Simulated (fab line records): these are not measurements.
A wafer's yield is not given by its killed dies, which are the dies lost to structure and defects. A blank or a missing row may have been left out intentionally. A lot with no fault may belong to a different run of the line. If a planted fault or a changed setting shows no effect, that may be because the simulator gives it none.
Comparing a struck lot with a sound one / flow n5Finfet / 15 steps out of a route of 1938
Sound: these wafers, L469.2, L469.3, L469.5. Struck: wafer L478.4 (left out: L478.1, L478.6 of the same lot, which were not struck); the cause appears at the end.
At each step with rows: each side's tool, then ch and its chambers, then its first start. Under that, the readings that differ: sound wafers / struck wafers / difference of the means / sigmas: that difference in standard deviations of wafers without a fault.
alike: a reading whose means differ by less than 2 such deviations, as well as words and numbers matching on both sides. not compared: withheld readings; readings where some wafer has no value; bounds like >300 that might hide an equal value; numbers whose values overlap and for which the record gives no deviation.
A row with sigmas, a row that says differs or no value, or rows on one side alone: a step with any of these is where the two part. When numbers do not overlap yet have no deviation, they are printed without sigmas and do not part them. A reading that every wafer of one side lacks parts them only if that side has two wafers or more.

first, 2 steps without rows for these wafers: N5_HKMG_FIN_STRIP_89 (strips SOC in N2/H2, time 20 s); N5_HKMG_FIN_WET_ETCH_87 (etches TiN in SC1, time 154.2 s, target depth 4.7 nm, rinse time 30 s).
N5_HKMG_FIN_STRIP_88: strips in N2/H2, time 360 s.
  sound on plasmaAsher-01 ch 0,1, day 5 12:52; struck on plasmaAsher-02 ch 1, day 7 20:22
reading=heaterPowerW (W); sound=471 482 483; struck=422; difference=-57; sigmas=-2
  alike: drypumpMotorCurrentA, tempC
  not compared: rfHoursCounterH
N5_HKMG_FIN_NWFM_ALD_20: deposits TiAlC, target thk 2 nm, pulse time 3 s, purge time 2 s.
  sound on aldMetal-02 ch 1,2,3, day 5 13:16; struck on aldMetal-04 ch 2, day 7 20:45
  alike: heaterPowerW, precursorPulseHeightRel
  not compared: aldCycles
then, 2 steps without rows for these wafers: N5_HKMG_FIN_ALD_71 (deposits TiN, target thk 1 nm, pulse time 1 s, purge time 3 s); N5_HKMG_FIN_COAT_66 (time 60 s, resist thk 300 nm).
N5_HKMG_FIN_ETCH_67: etches SOC in N2/H2, stops on TiN, target depth 388.9 nm.
  sound on rieDiel-02 ch 0,1, day 5 13:43; struck on rieDiel-04 ch 2, day 7 21:11
reading=biasW (W); sound=61.16 61.07 60.95; struck=61.47; difference=+0.41; sigmas=+3
  alike: drypumpMotorCurrentA, oesProductAu, rfVppV, showerheadPlenumPTorr, throttleValvePct
  not compared: rfHoursCounterH
then, 3 steps without rows for these wafers: N5_HKMG_FIN_STRIP_90 (strips SOC in N2/H2, time 20 s); N5_HKMG_FIN_WET_ETCH_73 (etches the open film in SC1, time 42.3 s, target depth 1.3 nm, rinse time 30 s); N5_HKMG_FIN_ETCHBACK_68 (etches the open film in Cl2/Ar, stops on HfO2, target depth 0.5 nm).
N5_HKMG_FIN_STRIP_69: strips in N2/H2, time 360 s.
  sound on plasmaAsher-01 ch 0,1, day 5 14:04; struck on plasmaAsher-02 ch 0, day 7 21:33
reading=drypumpMotorCurrentA (A); sound=6.6 6.6 5.3; struck=4.9; difference=-1.3; sigmas=-2
  alike: heaterPowerW, tempC
  not compared: rfHoursCounterH
then, 1 step without rows for these wafers: N5_HKMG_FIN_ALD_21 (deposits TiN, target thk 1.5 nm, pulse time 1 s, purge time 3 s).
N5_HKMG_FIN_ALD_72: deposits W, target thk 2 nm, pulse time 1 s, purge time 2 s.
  sound on cvdW-01 ch 0,1, day 5 14:49; struck on cvdW-01 ch 1, day 7 22:18
reading=aldCycles; sound=7 7 7; struck=9; difference=+2; sigmas=
reading=model.W_of_HKMG_FIN_ALD_72.thkNm (nm); sound=2 1.8 2; struck=2.4; difference=+0.5; sigmas=
  alike: heaterPowerW, precursorPulseHeightRel
N5_HKMG_FIN_W_FILL_22: material W, target thk 60 nm, time 18.2 s.
  sound on cvdW-01 ch 0,1, day 5 14:53; struck on cvdW-01 ch 1, day 7 22:22
  alike: heaterPowerW, throttleValvePct
-- here the record skips 4 days between the struck wafers' starts before and after, leaving off in module HKMG_FIN and picking up in module BEOL_M4 (first step shown: number 1111 of the route) --
N5_BEOL_M4_RC_MEAS_101:
  sound on prober-02 ch 0, day 9 07:48; struck on prober-01 ch 0, day 11 11:48
reading=ION_N (uA/um); sound=670 673 663; struck=688; difference=+19; sigmas=+2
  alike: DIBL_N, DIBL_P, IOFF_N, IOFF_P, ION_P, SS_N, SS_P, VT_N, VT_P

## WHERE THEY PART
Last at N5_BEOL_M4_RC_MEAS_101 as far as this record goes, first at N5_HKMG_FIN_STRIP_88.

WHY: whatever the simulator had introduced
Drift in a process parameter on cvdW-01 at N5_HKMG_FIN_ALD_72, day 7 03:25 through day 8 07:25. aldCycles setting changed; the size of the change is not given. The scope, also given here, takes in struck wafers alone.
